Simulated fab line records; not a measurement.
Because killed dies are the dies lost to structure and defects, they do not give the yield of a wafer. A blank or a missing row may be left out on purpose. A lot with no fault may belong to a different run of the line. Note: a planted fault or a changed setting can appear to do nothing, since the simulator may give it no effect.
Matching of chambers || flow n5_finfet || rie_diel-01 running N5_BEOL_M6_STRIP_67: 4 sister chambers
The step strips in CF4. 4 wafers are shown with their chamber, then 7 later ones without.

WAFERS WITH THEIR CHAMBER
{"wafer": "L088.4", "chamber": 2, "showerhead_plenum_p_Torr (Torr)": 1.74}
{"wafer": "L088.5", "chamber": 1, "showerhead_plenum_p_Torr (Torr)": 1.79}
{"wafer": "L091.1", "chamber": 3, "showerhead_plenum_p_Torr (Torr)": 1.78}
{"wafer": "L091.4", "chamber": 0, "showerhead_plenum_p_Torr (Torr)": 1.87}

WAFERS MISSING THEIR CHAMBER
{"wafer": "L091.6", "showerhead_plenum_p_Torr (Torr)": 1.79}
{"wafer": "L096.1", "showerhead_plenum_p_Torr (Torr)": 1.86}
{"wafer": "L096.2", "showerhead_plenum_p_Torr (Torr)": 1.78}
{"wafer": "L096.3", "showerhead_plenum_p_Torr (Torr)": 1.73}
{"wafer": "L094.1", "showerhead_plenum_p_Torr (Torr)": 1.78}
{"wafer": "L094.4", "showerhead_plenum_p_Torr (Torr)": 1.73}
{"wafer": "L094.5", "showerhead_plenum_p_Torr (Torr)": 1.78}

WHICH CHAMBER EACH WENT THROUGH
{"wafer": "L091.6", "from the rows above": "can't be placed: 1 or 3", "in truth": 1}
{"wafer": "L096.1", "from the rows above": 0, "in truth": 0}
{"wafer": "L096.2", "from the rows above": "can't be placed: 3 or 1", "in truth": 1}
{"wafer": "L096.3", "from the rows above": 2, "in truth": 2}
{"wafer": "L094.1", "from the rows above": "can't be placed: 3 or 1", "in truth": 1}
{"wafer": "L094.4", "from the rows above": 2, "in truth": 2}
{"wafer": "L094.5", "from the rows above": "can't be placed: 3 or 1", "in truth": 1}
3 of 7 placed correctly. Unplaceable from these rows: 4, with the true chamber sitting among the candidates in 4. Placed wrongly: 0.
How it was worked out, from the rows above alone: a wafer's distance from a chamber is the root of the sum, over the readings, of the square of ((its reading less the chamber's mean) divided by the reading's scatter). The wafer belongs to the nearest chamber; if the next one is less than 2 further off, it can't be placed. A chamber's mean is the mean of its shown wafers. The scatter: root of mean squared gap, hidden wafer to nearest shown wafer, with one shown wafer a chamber.
